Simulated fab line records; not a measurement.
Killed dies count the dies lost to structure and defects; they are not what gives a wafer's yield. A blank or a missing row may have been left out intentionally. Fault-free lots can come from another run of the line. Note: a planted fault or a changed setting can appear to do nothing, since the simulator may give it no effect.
8D (eight disciplines) problem report, filled in by code	flow nand-harc	the parts of the form that need people (team, actions taken, sign-off) are left out

## 1. WHAT WENT WRONG
At NHARC_A_ONON_D1_THK_MEAS_34, thk-nm averages 223.9 nm over 2 wafers from 2 lots, while fault-free wafers read 199.9 nm, standard deviation 2.6. Relative to the usual mean, that is a shift of +9.2 standard deviations.
The step: measures by ellipsometry.
Seen first at day 11 04:41 on film-metro-02, wafer L262.5. The record has a number at this step for 36 wafers belonging to 12 lots. The rule behind "out" and "out of limits": a value lying over 4 standard deviations away from the usual mean. Any other wafer with a number is counted as sound.

## 2. WHAT IT IS; WHAT IT IS NOT
question	is	is not
which readings at this step	thk-nm	-
which lots	L262, L265	L250, L254, L256, L257, L259, L260, L261, L263, L272, L273
which wafers of those lots	L262.5, L265.4	L262.3, L262.4, L265.1, L265.5
read on which gauges	film-metro-01, film-metro-02	-
when	from day 11 04:41	up to then (23 sound wafers); but 11 sound wafers of L263, L265, L272, L273 came after

## 3. SUSPECTS, AND WHAT RULES EACH OUT
Counting: any tool at a process step up to the reading remains a suspect provided it ran every lot that is out. Sound lots after the first of them don't rule it out here, since some wafers of a struck lot are sound.
- the gauge at NHARC_A_ONON_D1_THK_MEAS_34 has been ruled out. 2 gauges (film-metro-01, film-metro-02) read the wafers that are out.
- pecvd-03 at NHARC_A_ONON_D1_DEP_33 (deposits SiO2, target thk 200 nm): kept. Every lot that is out went through it, the first being L262 (day 11 04:22); the last sound lot it ran before that was L261 (day 10 20:21). Out on those wafers are its own readings of rf-fwd-power-W.
- pecvd-03, NHARC_A_ONON_D1_DEP_33: wafers that are out in chamber 2, sound lot-mates in chambers 0, 1.
The count leaves pecvd-03 at NHARC_A_ONON_D1_DEP_33.

## 4. THE CAUSE (what the simulator had put in)
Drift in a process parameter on pecvd-03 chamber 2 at NHARC_A_ONON_D1_DEP_33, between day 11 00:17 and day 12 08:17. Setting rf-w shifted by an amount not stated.
The count eliminated every tool but this one.

## 5. THE EFFECT CHAIN, in route order
Each row: a reading where the mean over the struck wafers with a number is more than 3 standard deviations away from the usual. Only readings for which the record gives a usual standard deviation are gone through. hours: the time from each lot's start at the first step in this table that gives one to its start at this step, as a median over the lots. sigmas: the change in usual standard deviations.
hours	step	reading	usual	on struck wafers	change	sigmas
0	NHARC_A_ONON_D1_DEP_33	rf-fwd-power-W	897.8 W	1254.8	+357.0	+99 or more
0	NHARC_A_ONON_D1_THK_MEAS_34	thk-nm	199.9 nm	223.9	+24.0	+9.2
Its process steps:
- NHARC_A_ONON_D1_DEP_33: deposits SiO2, target thk 200 nm.

## 6. HOW IT WOULD HAVE BEEN CAUGHT EARLIER
4 hours passed between the start of the fault at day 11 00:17 and the first reading out of limits at a measuring or inspecting step in this record, taken at day 11 04:41.
At NHARC_A_ONON_D1_DEP_33, the tool's own readings (rf-fwd-power-W) were out on each struck wafer the step has a row for, so an alarm limit on them would have fired on the first such wafer.
L265, from the lots that are out (2), started NHARC_A_ONON_D1_DEP_33 on pecvd-03 later than day 11 04:41. A tool hold placed at that time would have kept it from harm.
